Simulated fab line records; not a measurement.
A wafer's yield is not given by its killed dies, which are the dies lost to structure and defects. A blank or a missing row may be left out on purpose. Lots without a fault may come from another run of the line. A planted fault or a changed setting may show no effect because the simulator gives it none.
fab line records	flow n5-finfet
record lots=5	wafers=14	last-day=18
route steps=1938 shown BEOL_M12@1644
lots untouched by any fault: they come from a run of this same line in which no faults occurred
start-h: start of the lot's first displayed wafer, in hours after the record's first day	wait-h: hours from the lot's prior step to this one	" repeats the value in the row above	L1.1+2: a row that stands for several wafers	- no value present, or no start provided	* or withheld: withheld	< > ~ a bound
route shown NAME@n: NAME is a module with steps in the file, n the number in the route of the first one	usual: mean and standard deviation over wafers with no fault	same: alike in all rows	chamber/n: place in a boat	sites: the reading at each site	_std_site: the values' standard deviation	_edge_site: the outer-site mean with the inner-site mean subtracted	radius-mm: how far each site lies from the wafer's centre	mask NAME#n: copy n	behind: the most recent tool/chamber to have shaped the wafer	hold: cause of the lot's hold/its duration in hours/its outcome	device: the transistor (n, p or np) that didn't switch	end of line: the tests these same wafers got at the end of their route	step lacking rows: just its recipe	killed: the dies lost at the first sort to structure and to defects; this is not the yield of the wafer	map: per-die view of a wafer (x killed, . not killed, _ where there is no die)
set.NAME: the setting the step ran with; set.NAME@STEP: the setting that earlier step ran with	model.NAME: the simulator's own value behind a step, which no gauge read
lots at selected steps of the route; one table per step, one row per wafer
services: the hour from which a tool's chamber was out of use, counted from the record's first day as start-h (under 0 if before that day), plus the number of hours and why
## steps
# step N5_BEOL_M12_PRECLEAN_39
# recipe chemistry=residue-remover	time-s=60	temp-c=40
# step N5_BEOL_M12_SRD_40
# recipe time-s=30	temp-c=23	rinse-liquid=diw	dry=n2-spin	spin-rpm=1500	dry-time-s=30
# step N5_BEOL_M12_DEGAS_41
# recipe ambient=vacuum	temp-c=250	time-s=60
# usual heater-power-w=336/23	susceptor-temp-C=250.02/0.19
lot.wafer	tool	chamber	start-h	wait-h	heater-power-w	susceptor-temp-C
L429.3	pvd-sputter-03	-	283.37	0.5	324	249.48
L429.4	"	-	"	"	334	250.18
L429.5	"	-	"	"	335	249.83
L430.1	pvd-sputter-03	-	297.36	0.3	331	250.25
L430.3	"	-	"	"	335	250.12
L430.6	"	-	"	"	316	250.36
L434.1	pvd-sputter-02	-	325.35	0.2	329	249.92
L434.2	"	-	"	"	335	250.14
L434.4	"	-	"	"	361	249.82
L442.4	pvd-sputter-01	-	362.37	0.5	328	250.00
L442.6	"	-	"	"	357	249.85
L445.4	pvd-sputter-03	-	402.37	0.2	313	249.80
L445.5	"	-	"	"	312	250.01
L445.6	"	-	"	"	359	249.93
# step N5_BEOL_M12_PRE_CLEAN_42
# recipe gas=H2/He	time-s=30	temp-c=250
# usual heater-power-w=337/24	susceptor-temp-C=250.01/0.18
lot.wafer	tool	chamber	start-h	wait-h	heater-power-w	susceptor-temp-C
L429.3	pvd-sputter-03	-	283.41	0.0	327	250.05
L429.4	"	-	"	"	344	250.25
L429.5	"	-	"	"	332	249.82
L430.1	pvd-sputter-03	-	297.40	0.0	339	250.10
L430.3	"	-	"	"	330	250.04
L430.6	"	-	"	"	319	249.99
L434.1	pvd-sputter-02	-	325.39	0.0	334	249.87
L434.2	"	-	"	"	327	250.04
L434.4	"	-	"	"	360	250.29
L442.4	pvd-sputter-01	-	362.41	0.0	336	250.10
L442.6	"	-	"	"	345	250.16
L445.4	pvd-sputter-03	-	402.41	0.0	317	249.86
L445.5	"	-	"	"	308	249.88
L445.6	"	-	"	"	358	249.93
# step N5_BEOL_M12_SPUTTER_43
# recipe material=TaN	target-thk-a=150	temp-c=50	bias-v=168.6	power-w=15000	chamber-pressure-pa=0.12	time-s=24.19
# step N5_BEOL_M12_SPUTTER_44
# recipe material=Ta	target-thk-a=100	temp-c=50	bias-v=80	power-w=15000	chamber-pressure-pa=0.07	time-s=16.13
# usual susceptor-temp-C=50.01/0.11	throttle-valve-pct=30.6/0.99
lot.wafer	tool	chamber	start-h	wait-h	susceptor-temp-C	throttle-valve-pct
L429.3	pvd-sputter-03	-	283.53	0.0	49.97	29.1
L429.4	"	-	"	"	49.86	29.8
L429.5	"	-	"	"	49.96	28.8
L430.1	pvd-sputter-03	-	297.52	0.0	50.05	29.4
L430.3	"	-	"	"	50.01	28.9
L430.6	"	-	"	"	49.98	31.2
L434.1	pvd-sputter-02	-	325.51	0.0	49.97	30.6
L434.2	"	-	"	"	50.08	30.6
L434.4	"	-	"	"	50.07	30.3
L442.4	pvd-sputter-01	-	362.53	0.0	50.08	31.4
L442.6	"	-	"	"	50.10	30.4
L445.4	pvd-sputter-03	-	402.53	0.0	50.26	31.2
L445.5	"	-	"	"	50.28	31.3
L445.6	"	-	"	"	50.11	32.1
# step N5_BEOL_M12_SPUTTER_45
# recipe material=Cu	target-thk-a=800	temp-c=-20	bias-v=60	power-w=26000	chamber-pressure-pa=0.13	time-s=13.33
# usual susceptor-temp-C=-20.01/0.092	throttle-valve-pct=30.6/0.96
lot.wafer	tool	chamber	start-h	wait-h	susceptor-temp-C	throttle-valve-pct
L429.3	pvd-sputter-03	-	283.61	0.0	-19.89	29.2
L429.4	"	-	"	"	-19.96	29.7
L429.5	"	-	"	"	-19.96	29.0
L430.1	pvd-sputter-03	-	297.60	0.0	-19.94	29.9
L430.3	"	-	"	"	-20.03	29.2
L430.6	"	-	"	"	-19.91	31.4
L434.1	pvd-sputter-02	-	325.59	0.0	-19.94	30.7
L434.2	"	-	"	"	-19.94	30.7
L434.4	"	-	"	"	-19.91	30.5
L442.4	pvd-sputter-01	-	362.61	0.0	-20.13	31.4
L442.6	"	-	"	"	-20.12	30.3
L445.4	pvd-sputter-03	-	402.61	0.0	-20.11	31.2
L445.5	"	-	"	"	-19.92	30.9
L445.6	"	-	"	"	-19.93	31.9
# step N5_BEOL_M12_ECD_47
# recipe material=Cu	target-thk-a=7200
# step N5_BEOL_M12_ANNEAL_48
# recipe temp-c=225	time-s=90	ambient=N2
# step N5_BEOL_M12_CMP_49
# recipe stop-on=SiOC	t-overpolish-s=20.6	down-force-psi=1	platen-rpm=50	clearing-platen-down-force-psi=1.5	clearing-platen-rpm=50	post-cmp-clean=cu-alkaline	target-thk-nm=320	clearing-platen-pad-velocity-m-s=0.99484	pad-velocity-m-s=0.99484
# usual barrier-field-endpoint-s=30.0/0.94	head-pressure-psi=0.9999/0.0021	motor-current-A=6.1/0.53	overpolish-run-s=20.599/0.0094
# same t-overpolish-s=20.6
lot.wafer	tool	chamber	start-h	wait-h	barrier-field-endpoint-s	head-pressure-psi	motor-current-A	overpolish-run-s
L429.3	cmp-04	2	284.21	0.2	32.3	1.0023	6.6	20.621
L429.4	"	0	"	"	30.6	1.0001	6.0	20.616
L429.5	"	1	"	"	30.4	0.9998	6.6	20.597
L430.3	cmp-01	3	298.38	0.2	28.6	0.9959	5.7	20.604
L430.1	"	0	"	"	29.0	0.9978	5.2	20.607
L430.6	"	2	"	"	29.5	0.9998	6.4	20.598
L434.4	cmp-02	2	326.31	0.3	30.2	0.9954	6.0	20.595
L434.2	"	3	"	"	29.8	1.0042	5.1	20.614
L434.1	"	0	"	"	28.9	1.0005	5.7	20.611
L442.4	cmp-04	1	363.28	0.2	30.3	0.9992	6.6	20.610
L442.6	"	3	"	"	29.0	1.0053	6.0	20.592
L445.4	cmp-04	3	404.28	0.3	28.4	1.0033	5.8	20.595
L445.5	"	0	"	"	29.2	1.0016	6.1	20.591
L445.6	"	1	"	"	29.4	0.9978	6.7	20.590
# step N5_BEOL_M12_THK_MEAS_50
# recipe thk-meas-gauge=xrf	reads=Cu_of_BEOL_M12_ECD_47
# usual M12_THK=321/5.5
lot.wafer	tool	chamber	start-h	wait-h	M12_THK[nm]
L429.3	film-metro-02	-	284.47	-	318
L429.4	"	-	"	"	316
L429.5	"	-	"	"	328
L430.1	film-metro-01	-	298.59	-	325
L430.3	"	-	"	"	319
L430.6	"	-	"	"	322
L434.1	film-metro-01	-	326.60	-	319
L434.2	"	-	"	"	315
L434.4	"	-	"	"	313
L442.4	film-metro-01	-	363.46	-	323
L442.6	"	-	"	"	322
L445.4	film-metro-02	-	404.47	0.2	328
L445.5	"	-	"	"	325
L445.6	"	-	"	"	326
# step N5_BEOL_M12_PRE_CLEAN_52
# recipe gas=NH3	time-s=15	temp-c=withheld	rf-power-w=300
# step N5_BEOL_M12_DEP_53
# recipe material=SiCN	target-thk-a=300	temp-c=withheld	precursor=3MS/NH3	pressure-torr=3	rf-w=675	time-s=10.5
# usual showerhead-plenum-p-Torr=4.162/0.021	throttle-valve-pct=18.0/1.2
lot.wafer	tool	chamber	start-h	wait-h	showerhead-plenum-p-Torr	throttle-valve-pct	model.SiCN_of_BEOL_M12_DEP_53.thk-nm
L429.3	pecvd-02	1	284.53	0.0	4.203	19.8	29.4
L429.4	"	1	"	"	4.194	19.7	30
L429.5	"	0	"	"	4.188	18.2	30.8
L430.1	pecvd-01	2	298.66	0.0	4.152	15.9	29.6
L430.3	"	1	"	"	4.140	19.3	29.4
L430.6	"	1	"	"	4.146	19.1	29.6
L434.1	pecvd-03	2	326.67	0.0	4.199	16.9	30.4
L434.2	"	0	"	"	4.126	18.2	29.6
L434.4	"	1	"	"	4.134	18.2	30
L442.4	pecvd-01	2	363.54	0.0	4.139	16.2	30
L442.6	"	1	"	"	4.147	19.2	21.6
L445.4	pecvd-02	2	404.56	0.0	4.184	17.8	30
L445.5	"	2	"	"	4.181	17.8	30.4
L445.6	"	0	"	"	4.167	18.5	30.4
# step N5_BEOL_M12_RS_MEAS_54
# recipe thk-meas-gauge=four-point-probe	reads=Cu_of_BEOL_M12_ECD_47+Ta_of_BEOL_M12_SPUTTER_44+TaN_of_BEOL_M12_SPUTTER_43
# usual M12_RS=0.0593/0.001
lot.wafer	tool	chamber	start-h	wait-h	M12_RS[ohm/sq]
L429.3	film-metro-02	-	284.60	0.0	0.0603
L429.4	"	-	"	"	0.0605
L429.5	"	-	"	"	0.0579
L430.1	film-metro-02	-	298.72	0.0	0.0583
L430.3	"	-	"	"	0.0592
L430.6	"	-	"	"	0.0589
L434.1	film-metro-01	-	326.73	0.1	0.0590
L434.2	"	-	"	"	0.0598
L434.4	"	-	"	"	0.0604
L442.4	film-metro-02	-	363.59	0.0	0.0584
L442.6	"	-	"	"	0.0584
L445.4	film-metro-02	-	404.63	0.1	0.0592
L445.5	"	-	"	"	0.0600
L445.6	"	-	"	"	0.0594
## services
tool	chamber	start-h	hours	kind
pecvd-01	1	262.38	5.5	scheduled-down
cmp-04	-	285.10	1.0	repair
pvd-sputter-02	-	288.91	7.9	repair
cmp-01	-	292.93	4.0	pm
pecvd-02	2	301.11	4.4	repair
pvd-sputter-02	-	303.50	6.2	repair
cmp-01	-	308.10	1.2	repair
pecvd-01	0	312.00	16.5	scheduled-down
pecvd-02	-	313.43	2.2	repair
pecvd-03	0	313.88	4.4	repair
pecvd-03	-	315.59	5.5	pm
cmp-04	-	322.56	3.9	pm
pecvd-03	-	329.55	15.6	pm
cmp-04	-	360.46	0.8	repair
cmp-04	-	368.18	0.8	repair
cmp-04	-	375.90	0.4	repair
pecvd-02	-	376.41	2.8	pm
pecvd-02	1	383.62	-	clean
pecvd-02	1	383.62	-	consumable-replace:showerhead
pecvd-02	1	383.62	29.0	scheduled-down
pecvd-02	1	383.62	29.0	vent-cycle
pecvd-02	0	397.09	3.0	repair
cmp-04	-	398.79	0.3	repair
cmp-02	-	400.45	4.1	pm
## key
first-sign none at tools or gauges
model-effect step=N5_BEOL_M12_DEP_53	value=SiCN_of_BEOL_M12_DEP_53.thk-nm	without=30.4	struck=21.6
met-at N5_BEOL_M12_DEP_53
struck-wafers L442.6
onset-between 298.66 363.54
fault kind=process-parameter-drift	tool=pecvd-01	chamber=-	onset-h=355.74	steps=N5_BEOL_M12_DEP_53	channel=time-s	offset=*	shape=step	end-h=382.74	scope=struck-wafers-only	acts-in=*	stated=*
